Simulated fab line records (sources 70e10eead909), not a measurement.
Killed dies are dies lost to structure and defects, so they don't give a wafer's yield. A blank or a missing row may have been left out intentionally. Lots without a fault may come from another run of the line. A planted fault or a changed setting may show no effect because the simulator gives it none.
Chamber matching / flow nandHarc / 4 sister chambers for NHARC_A_M1_ETCH_35 on rieDiel-06
The step etches the open film in N2/H2, target depth 40 nm, overetch 12 nm, time 43.94 s. 4 wafers are shown with their chamber, then 12 later ones without.

WAFERS, EACH WITH ITS CHAMBER
wafer=L089.1; chamber=0; drypumpMotorCurrentA (A)=5.0
wafer=L092.1; chamber=1; drypumpMotorCurrentA (A)=5.2
wafer=L092.2; chamber=2; drypumpMotorCurrentA (A)=5.8
wafer=L092.4; chamber=3; drypumpMotorCurrentA (A)=5.9

WAFERS WHOSE CHAMBER IS MISSING
wafer=L092.3; drypumpMotorCurrentA (A)=5.0
wafer=L092.5; drypumpMotorCurrentA (A)=5.8
wafer=L092.6; drypumpMotorCurrentA (A)=5.2
wafer=L094.1; drypumpMotorCurrentA (A)=5.9
wafer=L094.3; drypumpMotorCurrentA (A)=5.2
wafer=L094.4; drypumpMotorCurrentA (A)=5.8
wafer=L096.1; drypumpMotorCurrentA (A)=5.0
wafer=L096.2; drypumpMotorCurrentA (A)=5.8
wafer=L096.3; drypumpMotorCurrentA (A)=5.2
wafer=L096.4; drypumpMotorCurrentA (A)=5.9
wafer=L096.5; drypumpMotorCurrentA (A)=5.2
wafer=L096.6; drypumpMotorCurrentA (A)=5.7

THE CHAMBER EACH PASSED THROUGH
wafer=L092.3; from the rows above=0; in truth=0
wafer=L092.5; from the rows above=2; in truth=2
wafer=L092.6; from the rows above=1; in truth=1
wafer=L094.1; from the rows above=3; in truth=3
wafer=L094.3; from the rows above=1; in truth=1
wafer=L094.4; from the rows above=2; in truth=2
wafer=L096.1; from the rows above=0; in truth=0
wafer=L096.2; from the rows above=2; in truth=2
wafer=L096.3; from the rows above=1; in truth=1
wafer=L096.4; from the rows above=3; in truth=3
wafer=L096.5; from the rows above=1; in truth=1
wafer=L096.6; from the rows above=2; in truth=2
Correct placement for 12 of the 12. Can't be placed from these rows: 0. 0 placed wrongly.
How it was worked out, from the rows above alone: a wafer's distance from a chamber is the root of the sum, over the readings, of the square of ((its reading less the chamber's mean) divided by the reading's scatter). If the next closest chamber is less than 2 further off than the closest, the wafer can't be placed; otherwise it belongs to the closest. A chamber's mean is the mean of its shown wafers. The scatter: with one shown wafer a chamber, the root of the mean of the squares of how far each hidden wafer lies from its nearest shown one.
